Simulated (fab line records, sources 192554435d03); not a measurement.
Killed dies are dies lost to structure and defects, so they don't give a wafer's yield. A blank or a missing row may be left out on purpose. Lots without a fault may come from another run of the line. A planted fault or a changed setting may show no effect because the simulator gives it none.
Which tool did it? | flow n5_finfet | 9 lots, 27 wafers sampled, at 4 steps of a route of 1938

WHAT THE GAUGES READ, wafer by wafer
N5_BEOL_M4_RC_MEAS_101. Usual: DIBL_N 36.3 mV/V, standard deviation 1; DIBL_P 36.2 mV/V, standard deviation 1.4; IOFF_N 0.157 nA/um, standard deviation 0.021; IOFF_P 0.206 nA/um, standard deviation 0.025; ION_N 673 uA/um, standard deviation 9; ION_P 461 uA/um, standard deviation 6.4; SS_N 71.5 mV/dec, standard deviation 0.5; SS_P 73.2 mV/dec, standard deviation 0.47; VT_N 249.9 mV, standard deviation 2.4; VT_P -250.6 mV, standard deviation 2.9.
lot  | measured     | on        | DIBL_N (mV/V)  | DIBL_P (mV/V)  | IOFF_N (nA/um)    | IOFF_P (nA/um)    | ION_N (uA/um) | ION_P (uA/um) | SS_N (mV/dec)  | SS_P (mV/dec)  | VT_N (mV)         | VT_P (mV)            | flag
L255 | day 8 00:16  | prober-01 | 35.0 35.3 35.6 | 35.5 34.7 35.7 | 0.131 0.128 0.131 | 0.174 0.170 0.179 | 674 664 665   | 456 452 456   | 71.2 71.7 70.8 | 72.7 73.0 72.5 | 252.7 252.4 254.0 | -254.4 -255.1 -254.1 |
L260 | day 9 07:38  | prober-02 | 36.7 35.1 35.3 | 37.4 36.1 36.2 | 0.170 0.145 0.144 | 0.224 0.196 0.196 | 669 665 661   | 464 456 458   | 72.4 71.5 70.9 | 73.5 73.2 73.4 | 247.3 251.9 251.8 | -249.1 -252.0 -252.4 |
L266 | day 10 18:02 | prober-01 | 36.5 35.9 35.5 | 35.9 35.9 35.2 | 0.161 0.152 0.155 | 0.207 0.208 0.199 | 675 670 674   | 461 465 469   | 71.6 71.8 71.9 | 72.9 72.8 72.5 | 248.3 250.5 249.1 | -252.3 -248.5 -248.3 |
L267 | day 10 21:08 | prober-02 | 37.0 37.3 37.2 | 37.4 37.7 38.3 | 0.161 0.164 0.170 | 0.206 0.208 0.222 | 671 668 687   | 460 455 462   | 71.6 72.2 72.1 | 73.0 73.4 72.6 | 253.7 250.5 247.8 | -251.2 -253.6 -251.6 |
L268 | day 11 07:20 | prober-01 | 35.0 35.3 36.3 | 34.8 35.0 36.4 | 0.146 0.152 0.173 | 0.197 0.201 0.220 | 674 661 677   | 465 454 459   | 71.1 71.4 71.4 | 72.9 73.1 72.9 | 250.0 254.8 247.7 | -252.0 -248.4 -250.4 |
L274 | day 12 17:07 | prober-02 | 37.5 35.4 35.9 | 35.7 34.3 34.6 | 0.148 0.120 0.132 | 0.179 0.157 0.162 | 665 667 660   | 448 455 455   | 71.8 70.2 72.1 | 73.4 72.9 72.3 | 251.7 252.6 252.5 | -255.2 -255.0 -255.7 |
L275 | day 12 23:17 | prober-01 | 35.8 34.6 35.3 | 36.5 35.0 35.7 | 0.162 0.136 0.152 | 0.227 0.198 0.210 | 680 670 677   | 469 467 468   | 71.4 71.5 71.4 | 74.0 72.7 73.7 | 245.4 251.9 251.6 | -247.4 -251.0 -245.4 |
L277 | day 13 13:49 | prober-02 | 37.8 35.6 33.4 | 38.4 35.6 32.3 | 0.180 0.145 0.106 | 0.230 0.187 0.148 | 674 664 663   | 462 457 455   | 71.7 72.1 70.7 | 74.2 72.9 72.3 | 248.4 251.5 255.4 | -251.4 -251.2 -255.0 |
L278 | day 13 18:34 | prober-02 | 36.6 37.6 36.7 | 39.0 40.5 38.5 | 0.183 0.208 0.187 | 0.210 0.230 0.207 | 688 697 686   | 469 462 462   | 71.7 71.7 72.0 | 73.4 73.7 73.4 | 246.7 247.3 246.2 | -247.7 -248.8 -249.5 |

N5_MIM_TOP_LITHO_CD_MEAS_08: target cd 2000 nm. Usual: cd_nm 2001.0 nm, standard deviation 1.4.
lot  | measured     | on        | cd_nm (nm)           | flag
L255 | day 12 00:48 | cd_sem-01 | 2000.6 1999.3 2000.6 |
L260 | day 13 02:37 | cd_sem-02 | 1997.7 1997.4 1996.9 |
L266 | day 14 01:34 | cd_sem-01 | 2001.3 2000.9 2001.1 |
L267 | day 14 13:37 | cd_sem-01 | 2003.9 2003.0 2002.5 |
L268 | day 14 23:58 | cd_sem-02 | 2003.5 2000.9 2001.7 |
L274 | day 16 20:04 | cd_sem-03 | 1999.6 2001.0 2001.3 |
L275 | day 16 20:18 | cd_sem-02 | 2000.3 2000.7 2000.4 |
L277 | day 17 10:12 | cd_sem-02 | 1999.1 2000.8 1999.1 |
L278 | day 17 10:22 | cd_sem-02 | 2001.4 2002.6 2002.1 |

WHICH TOOL RAN EACH LOT (tool, then ch and the chambers of the sampled wafers, then the start)
lot  | N5_BEOL_M15_ETCH_61                | N5_MIM_TOP_ALD_02
L255 | rie_diel-01 ch 0,3, day 11 17:09   | ald_hk-02 ch 0,1, day 12 00:48 or earlier
L260 | rie_diel-05 ch 2,3, day 12 18:40   | ald_hk-03 ch 0,3, day 13 02:37 or earlier
L266 | rie_diel-01 ch 1,2, day 13 18:58   | ald_hk-02 ch 1,2,3, day 14 01:34 or earlier
L267 | rie_diel-05 ch 0,1,3, day 14 04:17 | ald_hk-03 ch 0,2,3, day 14 13:37 or earlier
L268 | rie_diel-05 ch 0,1, day 14 16:22   | ald_hk-03 ch 0,2,3, day 14 23:58 or earlier
L274 | rie_diel-05 ch 0,1,3, day 16 12:04 | ald_hk-01 ch 0,1,3, day 16 20:04 or earlier
L275 | rie_diel-01 ch 0,2,3, day 16 12:31 | ald_hk-02 ch 0,2,3, day 16 20:18 or earlier
L277 | rie_diel-03 ch 2,3, day 16 23:28   | ald_hk-01 ch 0,1,2, day 17 10:12 or earlier
L278 | rie_diel-03 ch 1,2,3, day 17 02:09 | ald_hk-02 ch 0,2,3, day 17 10:22 or earlier
- N5_BEOL_M15_ETCH_61: etches BARC in N2/H2, target depth 89 nm, overetch 26.7 nm, time 67.9 s.
- N5_MIM_TOP_ALD_02: deposits Al2O3, purge time 3 s, co reactant pulse time 3 s.

WHAT THE TOOLS THEMSELVES READ (means of the sampled wafers that have a number; where no wafer has one, the mark that the record gives instead)
N5_BEOL_M15_ETCH_61. Usual: bias_w 150.0 W, standard deviation 0.41; chamber_pressure_mTorr 29.997 mTorr, standard deviation 0.029; drypump_motor_current_A 5.8 A, standard deviation 0.68; oes_product_au 0.68 a.u., standard deviation 0.071; rf_fwd_power_W 832 W, standard deviation 4.1; rf_vpp_V 523 V, standard deviation 3; showerhead_plenum_p_Torr 2.51 Torr, standard deviation 0.1; throttle_valve_pct 17.86 %, standard deviation 0.21.
lot  | tool        | bias_w (W) | chamber_pressure_mTorr (mTorr) | drypump_motor_current_A (A) | oes_product_au (a.u.) | rf_fwd_power_W (W) | rf_vpp_V (V) | showerhead_plenum_p_Torr (Torr) | throttle_valve_pct (%) | flag
L255 | rie_diel-01 | 149.6      | 30.008                         | 5.6                         | 0.80                  | 837                | 525          | 2.61                            | 17.65                  |
L260 | rie_diel-05 | 149.5      | 29.988                         | 6.4                         | 0.61                  | 831                | 519          | 2.42                            | 17.98                  |
L266 | rie_diel-01 | 150.3      | 30.003                         | 6.0                         | 0.68                  | 833                | 528          | 2.66                            | 17.89                  |
L267 | rie_diel-05 | 150.2      | 29.972                         | 5.8                         | 0.70                  | 830                | 521          | 2.46                            | 17.89                  |
L268 | rie_diel-05 | 150.0      | 30.014                         | 5.1                         | 0.71                  | 828                | 522          | 2.47                            | 17.80                  |
L274 | rie_diel-05 | 150.2      | 30.020                         | 5.8                         | 0.68                  | 830                | 522          | 2.45                            | 17.91                  |
L275 | rie_diel-01 | 150.0      | 29.987                         | 5.8                         | 0.69                  | 835                | 526          | 2.60                            | 17.93                  |
L277 | rie_diel-03 | 149.8      | 29.986                         | 5.2                         | 0.61                  | 828                | 523          | 2.52                            | 17.81                  |
L278 | rie_diel-03 | 149.8      | 30.001                         | 5.3                         | 0.60                  | 832                | 524          | 2.52                            | 17.84                  |

N5_MIM_TOP_ALD_02. Usual: precursor_pulse_height_rel 0.999, standard deviation 0.021.
lot  | tool      | precursor_pulse_height_rel | flag
L255 | ald_hk-02 | 1.002                      |
L260 | ald_hk-03 | 0.986                      |
L266 | ald_hk-02 | 1.005                      |
L267 | ald_hk-03 | 1.001                      |
L268 | ald_hk-03 | 0.977                      |
L274 | ald_hk-01 | 1.026                      |
L275 | ald_hk-02 | 1.009                      |
L277 | ald_hk-01 | 1.004                      |
L278 | ald_hk-02 | 0.962                      |

THE ANSWER, worked out from the rows above alone
Rule: a lot is off if the mean of its wafers that have a number lies more than 3 standard deviations from the usual mean. A lot without any number at a reading at which 4 lots or more have one is off too. The other lots that the step has rows for count as sound. The gauges are gone through in route order, then the tools' own readings, and for those a lot's mean is taken as printed above. The first step at which some lot is off is used, and at that step the reading that is off furthest; a lot without a number counts as furthest.
No lot is off at any reading shown: from this, nothing can be told.

WHAT THE SIMULATOR HAD PUT IN
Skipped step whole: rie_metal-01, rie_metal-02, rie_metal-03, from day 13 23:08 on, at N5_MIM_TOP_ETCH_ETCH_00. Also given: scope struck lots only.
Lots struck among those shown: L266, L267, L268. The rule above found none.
